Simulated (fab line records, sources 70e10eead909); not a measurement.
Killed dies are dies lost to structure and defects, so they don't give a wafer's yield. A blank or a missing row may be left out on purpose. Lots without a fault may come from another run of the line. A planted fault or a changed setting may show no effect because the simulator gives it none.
A struck lot beside a sound one | flow nand_harc | 15 steps out of a route of 1159
Sound: wafers L126.2, L126.3, L126.4. Struck: wafers L145.1, L145.2, L145.5. The cause comes at the end.
At each step with rows: each side's tool, then ch and its chambers, then its first start. Under that, the readings that differ: sound wafers | struck wafers | difference of the means | sigmas: that difference in standard deviations of wafers without a fault.
alike: readings whose means differ by less than 2 such deviations, and words and numbers that are the same on both sides. not compared: withheld readings, readings that some wafer has no value for, bounds like >300 that may hide the same value, and numbers for which the record gives no deviation and whose values overlap.
The two part at a step that has a row with sigmas, a row that says differs or no value, or rows on one side only. Numbers that don't overlap but have no deviation are shown without sigmas and don't part them. A reading that every wafer of one side lacks parts them only if that side has two wafers or more.

NHARC_P_M0_INSPECT_27:
  sound on defect_inspect-01, day 6 20:20; struck on defect_inspect-02, day 11 14:08
  alike: raw_defect_count
NHARC_P_M0_PRE_CLEAN_31: time 12 s.
  sound on pecvd-01 ch 0,1,2, day 6 20:23; struck on pecvd-04 ch 0,2, day 11 14:11
  alike: heater_power_outer_w, heater_power_w
NHARC_P_M0_DEP_32: deposits SiCN, target thk 30 nm.
  sound on pecvd-01 ch 0,1,2, day 6 20:28; struck on pecvd-04 ch 0,2, day 11 14:16
  alike: heater_power_outer_w, heater_power_w, showerhead_vpp_V
then, 9 steps without rows for these wafers: NHARC_P_M1_DEP_00 (deposits SiOC, target thk 182.5 nm); NHARC_P_M1_DEHYDRATE_01 (time 120 s); NHARC_P_M1_HMDS_02 (time 30 s); NHARC_P_M1_COAT_34 (time 65 s); NHARC_P_M1_COAT_03 (resist thk 90 nm); NHARC_P_M1_SOFTBAKE_04 (time 55 s); NHARC_P_M1_EBR_05; NHARC_P_M1_EXPOSE_06 (exposes mask P M1, target cd 130 nm); NHARC_P_M1_PEB_07 (peb time 65 s).
NHARC_P_M1_DEVELOP_08: develop time 35 s.
  sound on litho_track-01 ch 0, day 6 21:00; struck on litho_track-06 ch 0, day 11 15:00
  reading              | sound             | struck            | difference | sigmas
  developer_temp_C (C) | 23.00 22.78 22.98 | 22.10 21.90 22.18 | -0.86      | -9
  alike: chill_plate_temp_C
NHARC_P_M1_CD_MEAS_09: target cd 130 nm.
  sound on cd_sem-01 ch 0, day 6 21:39; struck on cd_sem-01 ch 0, day 11 15:33
  alike: cd_nm
NHARC_END_SORT_01:
  the record has rows for the sound wafers here (prober-01 ch 0, day 21 10:58) and none for the struck ones

WHERE THEY PART
First at NHARC_P_M1_DEVELOP_08; last, within this record, at NHARC_END_SORT_01.

WHY: what the simulator had put in
Process parameter drift: litho_track-06, from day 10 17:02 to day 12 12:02, at NHARC_P_M1_DEVELOP_08. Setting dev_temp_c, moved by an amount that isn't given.
